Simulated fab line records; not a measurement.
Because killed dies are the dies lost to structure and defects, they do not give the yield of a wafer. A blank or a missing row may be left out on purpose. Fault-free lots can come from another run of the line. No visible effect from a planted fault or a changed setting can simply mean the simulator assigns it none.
A single fault, viewed from 3 desks -- flow n5-finfet -- only its own numbers are on each desk; what lay behind them is given at the end

THE TOOL OWNER'S DESK: litho-track-01
The tool's own readings at N5_MOL_CONTACT_COAG_COAT_104 (time 60 s, resist thk 12 nm): means of the sampled wafers that have a number, for each lot that ran on this tool. Marked OUT: a lot whose mean sits more than 4 standard deviations from the usual mean, which makes it out of limits; the brackets give that distance.
Columns: A = spin-speed-rpm at N5_MOL_CONTACT_COAG_COAT_104, usual 1499.8 rpm
lot,first seen here,A
L934,day 5 09:40,1500.0
L935,day 5 16:01,1500.5
L944,day 8 04:52,1242.9 (-99 or more) OUT
L947,day 9 03:51,1244.3 (-99 or more) OUT
L949,day 9 13:10,1242.2 (-99 or more) OUT
This desk finds L944, L947, L949 out of limits, L944 being first, at day 8 04:52 (spin-speed-rpm at N5_MOL_CONTACT_COAG_COAT_104). In limits: L934, L935.

AT THE METROLOGY DESK
Means of the sampled wafers that have a number, per lot and without regard to the tool the lot ran on: this is what the gauges read. Marked OUT: a lot whose mean sits more than 4 standard deviations from the usual mean, which makes it out of limits; the brackets give that distance. Shown here are 7 of its 10 readings, the ones lying furthest out on some lot.
Columns: A = DIBL_N at N5_BEOL_M4_RC_MEAS_101, usual 36.3 mV/V; B = DIBL_P at N5_BEOL_M4_RC_MEAS_101, usual 36.7 mV/V; C = IOFF_N at N5_BEOL_M4_RC_MEAS_101, usual 0.164 nA/um; D = IOFF_P at N5_BEOL_M4_RC_MEAS_101, usual 0.214 nA/um; E = ION_P at N5_BEOL_M4_RC_MEAS_101, usual 461 uA/um; F = SS_N at N5_BEOL_M4_RC_MEAS_101, usual 71.6 mV/dec; G = VT_N at N5_BEOL_M4_RC_MEAS_101, usual 249.4 mV
lot,first seen here,A,B,C,D,E,F,G
L934,day 8 06:36,35.7,36.3,0.158,0.190,458,72.0,249.5
L935,day 8 20:59,36.3,36.5,0.155,0.192,452,71.8,252.5
L939,day 10 18:01,36.3,38.1,0.178,0.226,464,72.1,247.1
L944,day 11 14:11,37.5,38.7,0.175,0.207,455,71.6,248.5
L947,day 12 05:11,35.1,35.0,0.143,0.205,462,71.6,250.4
L949,day 12 16:58,33.6,35.2,0.132,0.180,456,71.1,252.2
L948,day 12 18:50,35.6,36.6,0.174,0.208,460,72.2,248.4
L950,day 12 22:29,35.5,35.5,0.168,0.205,462,71.5,249.1
L954,day 13 19:11,37.0,38.8,0.173,0.229,466,71.6,249.9
Finding of this desk: none of the 9 lots has anything out of limits.

THE DEFECT DESK
Lot by lot, what the route's inspections counted, given as the mean of those sampled wafers with a number. Marked OUT: a lot whose mean sits more than 4 standard deviations from the usual mean, which makes it out of limits; the brackets give that distance.
Columns: A = raw-defect-count at N5_GATE_CUT_INSPECT_26, usual 43
lot,first seen here,A
L934,day 5 09:38,46
L935,day 5 15:59,33
L939,day 7 03:11,39
L944,day 8 04:50,40
L947,day 9 03:49,51
L948,day 9 11:26,63
L949,day 9 13:08,42
L950,day 9 20:28,46
L954,day 10 15:10,65
Finding of this desk: none of the 9 lots has anything out of limits.

BROUGHT TOGETHER
At day 8 04:52, on L944, L947, L949, the tool owner's desk was in a position to raise an alarm.
The metrology desk saw nothing out of limits.
Nothing out of limits was seen by the defect desk.
The metrology desk has L944, L947, L949 on record, within its limits.
The defect desk has L944, L947, L949 on record, within its limits.
N5_MOL_CONTACT_COAG_COAT_104 was run on litho-track-01 by each of the lots named.

WHAT WAS PUT IN BY THE SIMULATOR
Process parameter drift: litho-track-01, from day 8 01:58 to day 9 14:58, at N5_MOL_CONTACT_COAG_COAT_104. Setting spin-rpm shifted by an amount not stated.
Shown lots that were struck: L944, L947, L949.
Time in hours from fault onset to the first out-of-limits reading at each desk: the tool owner's desk, 3.
